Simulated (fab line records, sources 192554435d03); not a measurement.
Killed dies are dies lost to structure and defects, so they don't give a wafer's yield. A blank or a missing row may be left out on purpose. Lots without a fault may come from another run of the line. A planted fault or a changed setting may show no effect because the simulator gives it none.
Chamber matching | flow n5_finfet | N5_SD_EPI_N_ETCHBACK_44 on rie_diel-06: 4 sister chambers
The step etches SiNx in CH3F/O2, stops on SiO2, target depth 14.5 nm. 18 wafers are shown with their chamber, then 9 later ones without.

WAFERS WITH THEIR CHAMBER
wafer  | chamber | throttle_valve_pct (%) | showerhead_plenum_p_Torr (Torr) | oes_product_au (a.u.)
L074.3 | 3       | 16.44                  | 2.05                            | 0.75
L074.5 | 3       | 16.42                  | 2.05                            | 0.75
L074.6 | 2       | 16.17                  | 2.03                            | 0.71
L076.3 | 1       | 16.38                  | 2.07                            | 0.62
L076.4 | 3       | 16.45                  | 2.05                            | 0.75
L076.6 | 3       | 16.45                  | 2.05                            | 0.75
L079.1 | 2       | 16.19                  | 2.03                            | 0.70
L079.3 | 1       | 16.38                  | 2.06                            | 0.61
L079.5 | 3       | 16.46                  | 2.05                            | 0.74
L086.2 | 1       | 16.39                  | 2.06                            | 0.61
L086.3 | 3       | 16.49                  | 2.04                            | 0.73
L086.5 | 2       | 16.23                  | 2.02                            | 0.69
L087.3 | 3       | 16.49                  | 2.04                            | 0.73
L087.4 | 0       | 16.65                  | 1.99                            | 0.62
L087.5 | 2       | 16.23                  | 2.02                            | 0.69
L090.2 | 0       | 16.66                  | 1.99                            | 0.61
L090.5 | 0       | 16.66                  | 1.99                            | 0.61
L090.6 | 1       | 16.41                  | 2.06                            | 0.60

SIGNATURES (means of the wafers above)
reading                  | chamber 0 | chamber 1 | chamber 2 | chamber 3 | scatter within a chamber
throttle_valve_pct       | 16.6567   | 16.3900   | 16.2050   | 16.4571   | 0.0228
showerhead_plenum_p_Torr | 1.9900    | 2.0625    | 2.0250    | 2.0471    | 0.00476
oes_product_au           | 0.6133    | 0.6100    | 0.6975    | 0.7429    | 0.0088
Rule: a wafer's distance from a chamber is the root of the sum, over the readings, of the square of ((its reading less the chamber's mean) divided by the reading's scatter). The wafer belongs to the nearest chamber; if the next one is less than 2 further off, it can't be placed. The scatter: the root of (the sum of the squares of (reading less its chamber's mean) over the shown wafers, divided by (wafers less chambers)).

WAFERS WITHOUT THEIR CHAMBER
wafer  | throttle_valve_pct (%) | showerhead_plenum_p_Torr (Torr) | oes_product_au (a.u.)
L093.2 | 16.51                  | 2.04                            | 0.71
L093.4 | 16.27                  | 2.02                            | 0.67
L093.5 | 16.25                  | 2.02                            | 0.66
L094.1 | 16.27                  | 2.01                            | 0.66
L094.2 | 16.44                  | 2.06                            | 0.60
L094.3 | 16.70                  | 1.98                            | 0.61
L095.2 | 16.28                  | 2.01                            | 0.66
L095.3 | 16.51                  | 2.04                            | 0.70
L095.5 | 16.51                  | 2.04                            | 0.71

WHICH CHAMBER EACH WENT THROUGH
wafer  | from the rows above | in truth
L093.2 | 3                   | 3
L093.4 | 2                   | 2
L093.5 | 2                   | 2
L094.1 | 2                   | 2
L094.2 | 1                   | 1
L094.3 | 0                   | 0
L095.2 | 2                   | 2
L095.3 | 3                   | 3
L095.5 | 3                   | 3
Placed correctly: 9 of 9. Can't be placed from these rows: 0. Placed wrongly: 0.
